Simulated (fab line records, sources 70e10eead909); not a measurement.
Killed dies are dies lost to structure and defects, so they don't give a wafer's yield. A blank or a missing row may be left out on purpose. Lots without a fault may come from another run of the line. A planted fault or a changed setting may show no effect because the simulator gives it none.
Tool commonality check | flow nand_harc | 3 lots, 9 wafers sampled

WHY IT WAS OPENED
At NHARC_END_SORT_01 the reading killed_at_array is flagged on 3 of 3 lots. Wafers without a fault read 58, standard deviation 15.
Rule: a lot is flagged when every wafer of it that has a number lies more than 4 standard deviations from that mean, or none has a number. The other lots count as sound.

lot  | measured     | on        | killed_at_array, wafer by wafer | flag
L708 | day 27 15:46 | prober-01 | 666 673 672                     | FLAGGED
L707 | day 28 04:44 | prober-02 | 670 671 671                     | FLAGGED
L709 | day 28 07:02 | prober-01 | 672 668 670                     | FLAGGED
The numbers of the flagged lots are 670 on average: +612 against the usual, or +41 standard deviations.

WHICH TOOL RAN EACH LOT
The record holds 1 process step before the reading, out of a route of 1302 steps. In each cell: the tool, then ch and the chambers that the sampled wafers went through, then the start.
lot  | flag    | NHARC_A_ONON_D1_DEP_09
L708 | FLAGGED | pecvd_onon-03, day 11 10:52
L707 | FLAGGED | pecvd_onon-01, day 10 20:32
L709 | FLAGGED | pecvd_onon-03, day 11 19:45
What these steps do:
- NHARC_A_ONON_D1_DEP_09: target thk 1000 nm.
- NHARC_END_SORT_01

FLAGGED OVER TOTAL, TOOL BY TOOL (the gauges that took the reading come last)
step                   | tool          | lots run | flagged | share of the flagged lots | sound lots run after its first flagged lot
NHARC_A_ONON_D1_DEP_09 | pecvd_onon-01 | 1        | 1       | some                      | 0
NHARC_A_ONON_D1_DEP_09 | pecvd_onon-03 | 2        | 2       | some                      | 0
NHARC_END_SORT_01      | prober-01     | 2        | 2       | some                      | 0
NHARC_END_SORT_01      | prober-02     | 1        | 1       | some                      | 0

WHAT THE TABLE ALLOWS
No row of the table ran every flagged lot.

WHAT THE SIMULATOR HAD PUT IN
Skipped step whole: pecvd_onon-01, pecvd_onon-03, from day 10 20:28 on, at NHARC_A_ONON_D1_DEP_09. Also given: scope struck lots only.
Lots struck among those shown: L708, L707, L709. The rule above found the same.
